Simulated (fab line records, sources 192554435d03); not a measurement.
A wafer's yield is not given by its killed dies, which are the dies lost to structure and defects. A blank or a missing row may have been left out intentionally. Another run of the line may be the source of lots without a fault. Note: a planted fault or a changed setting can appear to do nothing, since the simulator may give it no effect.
Chamber matching / flow n5 finfet / N5_MOL_CONTACT_COAG_ETCH_15 on rie diel-02 has 4 sister chambers
The step etches SiNx in CH3F/O2, stops on Si:P, target depth 7 nm. 16 wafers are shown with their chamber, then 8 later ones without.

== EACH WAFER AND ITS CHAMBER ==
wafer=L074.4; chamber=2; drypump motor current A (A)=5.4; oes_ar_750_au (a.u.)=0.74; oes_o_777_au (a.u.)=0.76
wafer=L074.5; chamber=3; drypump motor current A (A)=5.9; oes_ar_750_au (a.u.)=0.78; oes_o_777_au (a.u.)=0.79
wafer=L074.6; chamber=1; drypump motor current A (A)=5.7; oes_ar_750_au (a.u.)=0.72; oes_o_777_au (a.u.)=0.73
wafer=L078.3; chamber=0; drypump motor current A (A)=5.2; oes_ar_750_au (a.u.)=0.95; oes_o_777_au (a.u.)=0.95
wafer=L078.4; chamber=1; drypump motor current A (A)=5.6; oes_ar_750_au (a.u.)=0.72; oes_o_777_au (a.u.)=0.72
wafer=L078.5; chamber=3; drypump motor current A (A)=5.9; oes_ar_750_au (a.u.)=0.77; oes_o_777_au (a.u.)=0.77
wafer=L079.1; chamber=0; drypump motor current A (A)=5.2; oes_ar_750_au (a.u.)=0.95; oes_o_777_au (a.u.)=0.96
wafer=L079.4; chamber=3; drypump motor current A (A)=5.8; oes_ar_750_au (a.u.)=0.76; oes_o_777_au (a.u.)=0.78
wafer=L079.6; chamber=0; drypump motor current A (A)=5.2; oes_ar_750_au (a.u.)=0.94; oes_o_777_au (a.u.)=0.95
wafer=L083.2; chamber=0; drypump motor current A (A)=5.2; oes_ar_750_au (a.u.)=0.92; oes_o_777_au (a.u.)=0.92
wafer=L083.4; chamber=2; drypump motor current A (A)=5.4; oes_ar_750_au (a.u.)=0.72; oes_o_777_au (a.u.)=0.75
wafer=L083.5; chamber=3; drypump motor current A (A)=5.8; oes_ar_750_au (a.u.)=0.75; oes_o_777_au (a.u.)=0.76
wafer=L081.2; chamber=1; drypump motor current A (A)=5.7; oes_ar_750_au (a.u.)=0.71; oes_o_777_au (a.u.)=0.71
wafer=L081.4; chamber=3; drypump motor current A (A)=5.8; oes_ar_750_au (a.u.)=0.75; oes_o_777_au (a.u.)=0.76
wafer=L081.6; chamber=1; drypump motor current A (A)=5.6; oes_ar_750_au (a.u.)=0.71; oes_o_777_au (a.u.)=0.71
wafer=L085.2; chamber=0; drypump motor current A (A)=5.2; oes_ar_750_au (a.u.)=0.92; oes_o_777_au (a.u.)=0.93

SIGNATURES, as means of the wafers listed above
reading=drypump motor current A; chamber 0=5.200; chamber 1=5.650; chamber 2=5.400; chamber 3=5.840; scatter within a chamber=0.0428
reading=oes_ar_750_au; chamber 0=0.9360; chamber 1=0.7150; chamber 2=0.7300; chamber 3=0.7620; scatter within a chamber=0.0126
reading=oes_o_777_au; chamber 0=0.9420; chamber 1=0.7175; chamber 2=0.7550; chamber 3=0.7720; scatter within a chamber=0.0132
Rule: for a wafer and a chamber, the distance is found by dividing, reading by reading, the gap between the wafer's reading and the chamber's mean by the reading's scatter, squaring, summing and taking the root. If the next closest chamber is less than 2 further off than the closest, the wafer can't be placed; otherwise it belongs to the closest. The scatter: take each reading less its chamber's mean, square it, sum over the shown wafers, divide by the number of wafers less the number of chambers, and take the root.

== WAFERS WITH NO CHAMBER GIVEN ==
wafer=L085.4; drypump motor current A (A)=5.9; oes_ar_750_au (a.u.)=0.75; oes_o_777_au (a.u.)=0.76
wafer=L085.6; drypump motor current A (A)=5.7; oes_ar_750_au (a.u.)=0.71; oes_o_777_au (a.u.)=0.71
wafer=L088.1; drypump motor current A (A)=5.4; oes_ar_750_au (a.u.)=0.72; oes_o_777_au (a.u.)=0.74
wafer=L088.2; drypump motor current A (A)=5.6; oes_ar_750_au (a.u.)=0.71; oes_o_777_au (a.u.)=0.70
wafer=L088.6; drypump motor current A (A)=5.9; oes_ar_750_au (a.u.)=0.74; oes_o_777_au (a.u.)=0.76
wafer=L091.1; drypump motor current A (A)=5.7; oes_ar_750_au (a.u.)=0.70; oes_o_777_au (a.u.)=0.70
wafer=L091.5; drypump motor current A (A)=5.4; oes_ar_750_au (a.u.)=0.71; oes_o_777_au (a.u.)=0.73
wafer=L091.6; drypump motor current A (A)=5.6; oes_ar_750_au (a.u.)=0.70; oes_o_777_au (a.u.)=0.70

== EACH ONE'S CHAMBER ==
wafer=L085.4; from the rows above=3; in truth=3
wafer=L085.6; from the rows above=1; in truth=1
wafer=L088.1; from the rows above=2; in truth=2
wafer=L088.2; from the rows above=1; in truth=1
wafer=L088.6; from the rows above=3; in truth=3
wafer=L091.1; from the rows above=1; in truth=1
wafer=L091.5; from the rows above=2; in truth=2
wafer=L091.6; from the rows above=1; in truth=1
Correct placement for 8 of the 8. Not placeable from these rows: 0. Wrongly placed: 0.
